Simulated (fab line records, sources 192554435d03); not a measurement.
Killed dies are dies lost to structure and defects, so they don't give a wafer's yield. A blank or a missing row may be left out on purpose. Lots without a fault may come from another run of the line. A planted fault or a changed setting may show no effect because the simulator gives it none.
Chamber matching | flow n5_finfet | N5_BEOL_M8_DESCUM_33 on rie_diel-05: 4 sister chambers
The step chemistry O2, time 7 s. 18 wafers are shown with their chamber, then 9 later ones without.

WAFERS WITH THEIR CHAMBER
wafer  | chamber | showerhead_plenum_p_Torr (Torr) | drypump_motor_current_A (A) | throttle_valve_pct (%)
L075.1 | 2       | 2.07                            | 5.4                         | 20.00
L075.3 | 0       | 2.09                            | 5.3                         | 20.25
L075.6 | 0       | 2.09                            | 5.3                         | 20.27
L074.3 | 2       | 2.07                            | 5.4                         | 20.00
L074.4 | 1       | 2.02                            | 6.4                         | 19.98
L074.6 | 2       | 2.07                            | 5.4                         | 20.00
L076.1 | 0       | 2.09                            | 5.3                         | 20.27
L076.4 | 1       | 2.02                            | 6.4                         | 19.98
L076.6 | 3       | 2.03                            | 5.2                         | 20.14
L077.3 | 3       | 2.03                            | 5.3                         | 20.14
L077.5 | 1       | 2.02                            | 6.4                         | 19.99
L077.6 | 0       | 2.09                            | 5.2                         | 20.28
L082.2 | 2       | 2.07                            | 5.4                         | 20.01
L082.5 | 1       | 2.02                            | 6.4                         | 20.01
L082.6 | 0       | 2.08                            | 5.3                         | 20.29
L083.2 | 3       | 2.03                            | 5.3                         | 20.15
L083.3 | 2       | 2.07                            | 5.4                         | 20.03
L083.4 | 1       | 2.02                            | 6.4                         | 20.01

SIGNATURES (means of the wafers above)
reading                  | chamber 0 | chamber 1 | chamber 2 | chamber 3 | scatter within a chamber
showerhead_plenum_p_Torr | 2.0880    | 2.0200    | 2.0700    | 2.0300    | 0.00239
drypump_motor_current_A  | 5.280     | 6.400     | 5.400     | 5.267     | 0.0324
throttle_valve_pct       | 20.2720   | 19.9940   | 20.0080   | 20.1433   | 0.0135
Rule: a wafer's distance from a chamber is the root of the sum, over the readings, of the square of ((its reading less the chamber's mean) divided by the reading's scatter). The wafer belongs to the nearest chamber; if the next one is less than 2 further off, it can't be placed. The scatter: the root of (the sum of the squares of (reading less its chamber's mean) over the shown wafers, divided by (wafers less chambers)).

WAFERS WITHOUT THEIR CHAMBER
wafer  | showerhead_plenum_p_Torr (Torr) | drypump_motor_current_A (A) | throttle_valve_pct (%)
L091.1 | 2.08                            | 5.3                         | 20.31
L091.2 | 2.01                            | 6.4                         | 20.03
L091.4 | 2.06                            | 5.4                         | 20.03
L090.2 | 2.01                            | 6.4                         | 20.04
L090.4 | 2.08                            | 5.3                         | 20.33
L090.5 | 2.08                            | 5.3                         | 20.31
L096.2 | 2.06                            | 5.4                         | 20.07
L096.3 | 2.02                            | 5.2                         | 20.19
L096.4 | 2.01                            | 6.4                         | 20.06

WHICH CHAMBER EACH WENT THROUGH
wafer  | from the rows above | in truth
L091.1 | 0                   | 0
L091.2 | 1                   | 1
L091.4 | 2                   | 2
L090.2 | 1                   | 1
L090.4 | 0                   | 0
L090.5 | 0                   | 0
L096.2 | 2                   | 2
L096.3 | 3                   | 3
L096.4 | 1                   | 1
Placed correctly: 9 of 9. Can't be placed from these rows: 0. Placed wrongly: 0.
